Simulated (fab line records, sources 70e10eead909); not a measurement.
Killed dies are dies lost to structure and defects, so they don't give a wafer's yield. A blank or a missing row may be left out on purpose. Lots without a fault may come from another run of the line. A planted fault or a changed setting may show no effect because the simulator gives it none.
Chamber matching | flow nand_harc | NHARC_A_STAIRCASE_TRIM_220 on rie_diel-10: 4 sister chambers
The step chemistry O2, time 211.2 s. 8 wafers are shown with their chamber, then 7 later ones without.

WAFERS WITH THEIR CHAMBER
wafer  | chamber | drypump_motor_current_A (A) | showerhead_plenum_p_Torr (Torr)
L077.1 | 0       | 5.61                        | 3.50
L083.5 | 0       | 5.61                        | 3.49
L082.3 | 3       | 6.05                        | 3.38
L090.1 | 2       | 5.30                        | 3.79
L090.3 | 1       | 5.54                        | 3.51
L090.5 | 2       | 5.28                        | 3.79
L091.1 | 1       | 5.54                        | 3.51
L091.3 | 3       | 6.05                        | 3.37

WAFERS WITHOUT THEIR CHAMBER
wafer  | drypump_motor_current_A (A) | showerhead_plenum_p_Torr (Torr)
L091.6 | 6.05                        | 3.37
L095.1 | 5.29                        | 3.78
L095.4 | 5.56                        | 3.51
L095.5 | 5.27                        | 3.78
L097.2 | 5.31                        | 3.78
L097.4 | 5.56                        | 3.51
L097.5 | 5.61                        | 3.47

WHICH CHAMBER EACH WENT THROUGH
wafer  | from the rows above | in truth
L091.6 | 3                   | 3
L095.1 | 2                   | 2
L095.4 | 1                   | 1
L095.5 | 2                   | 2
L097.2 | 2                   | 2
L097.4 | 1                   | 1
L097.5 | 0                   | 0
Placed correctly: 7 of 7. Can't be placed from these rows: 0. Placed wrongly: 0.
How it was worked out, from the rows above alone: a wafer's distance from a chamber is the root of the sum, over the readings, of the square of ((its reading less the chamber's mean) divided by the reading's scatter). The wafer belongs to the nearest chamber; if the next one is less than 2 further off, it can't be placed. A chamber's mean is the mean of its shown wafers. The scatter: the root of (the sum of the squares of (reading less its chamber's mean) over the shown wafers, divided by (wafers less chambers)).
